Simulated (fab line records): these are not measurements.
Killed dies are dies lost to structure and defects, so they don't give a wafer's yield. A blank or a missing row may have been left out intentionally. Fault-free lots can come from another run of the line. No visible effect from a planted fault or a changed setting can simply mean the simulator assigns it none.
Chamber matching | flow nand-harc | 4 sister chambers for NHARC_A_CHANNEL_FILL_D2_STRIP_28 on rie-diel-13
The step strips in O2, time 20 s. 20 wafers are shown with their chamber, then 10 later ones without.

## WAFERS, EACH WITH ITS CHAMBER
wafer  | chamber | showerhead-plenum-p-Torr (Torr) | drypump-motor-current-A (A) | oes-product-au (a.u.)
L074.2 | 1       | 3.35                            | 6.3                         | 0.987
L074.3 | 0       | 3.38                            | 5.8                         | 1.005
L074.6 | 1       | 3.35                            | 6.3                         | 1.005
L077.3 | 2       | 3.64                            | 6.1                         | 1.009
L077.4 | 2       | 3.64                            | 6.1                         | 1.008
L077.5 | 0       | 3.38                            | 5.8                         | 1.024
L082.2 | 3       | 3.37                            | 5.2                         | 1.005
L082.3 | 1       | 3.35                            | 6.3                         | 1.002
L082.4 | 0       | 3.38                            | 5.8                         | 1.017
L084.1 | 3       | 3.37                            | 5.2                         | 1.002
L084.2 | 2       | 3.63                            | 6.1                         | 0.981
L084.4 | 2       | 3.63                            | 6.1                         | 0.990
L087.1 | 3       | 3.37                            | 5.2                         | 1.006
L087.2 | 2       | 3.63                            | 6.1                         | 0.998
L087.3 | 0       | 3.38                            | 5.8                         | 1.010
L088.2 | 3       | 3.37                            | 5.2                         | 0.999
L088.4 | 2       | 3.63                            | 6.2                         | 0.998
L088.5 | 3       | 3.37                            | 5.2                         | 0.997
L090.3 | 3       | 3.37                            | 5.2                         | 0.990
L090.4 | 1       | 3.35                            | 6.3                         | 0.986

SIGNATURES (averages over the wafers above)
reading                  | chamber 0 | chamber 1 | chamber 2 | chamber 3 | scatter within a chamber
showerhead-plenum-p-Torr | 3.3800    | 3.3500    | 3.6333    | 3.3700    | 0.00289
drypump-motor-current-A  | 5.800     | 6.300     | 6.117     | 5.200     | 0.0228
oes-product-au           | 1.01400   | 0.99500   | 0.99733   | 0.99983   | 0.00883
Rule: for a wafer and a chamber, the distance is found by dividing, reading by reading, the gap between the wafer's reading and the chamber's mean by the reading's scatter, squaring, summing and taking the root. The wafer belongs to the nearest chamber; if the next one is less than 2 further off, it can't be placed. How the scatter is found: for the shown wafers, subtract from each reading the mean of its chamber, square and add these, divide the total by (wafers less chambers), then take the root.

## WAFERS WHOSE CHAMBER IS MISSING
wafer  | showerhead-plenum-p-Torr (Torr) | drypump-motor-current-A (A) | oes-product-au (a.u.)
L090.6 | 3.63                            | 6.2                         | 0.992
L091.1 | 3.35                            | 6.2                         | 0.992
L091.5 | 3.63                            | 6.1                         | 0.993
L091.6 | 3.37                            | 5.2                         | 0.995
L095.2 | 3.38                            | 5.8                         | 1.001
L095.4 | 3.37                            | 5.2                         | 0.989
L095.5 | 3.63                            | 6.2                         | 0.996
L097.1 | 3.38                            | 5.8                         | 0.993
L097.2 | 3.35                            | 6.3                         | 1.000
L097.3 | 3.37                            | 5.2                         | 0.994

## WHICH CHAMBER EACH ONE RAN IN
wafer  | from the rows above | in truth
L090.6 | 2                   | 2
L091.1 | 1                   | 1
L091.5 | 2                   | 2
L091.6 | 3                   | 3
L095.2 | 0                   | 0
L095.4 | 3                   | 3
L095.5 | 2                   | 2
L097.1 | 0                   | 0
L097.2 | 1                   | 1
L097.3 | 3                   | 3
Correct placement for 10 of the 10. Number that these rows cannot place: 0. 0 placed wrongly.
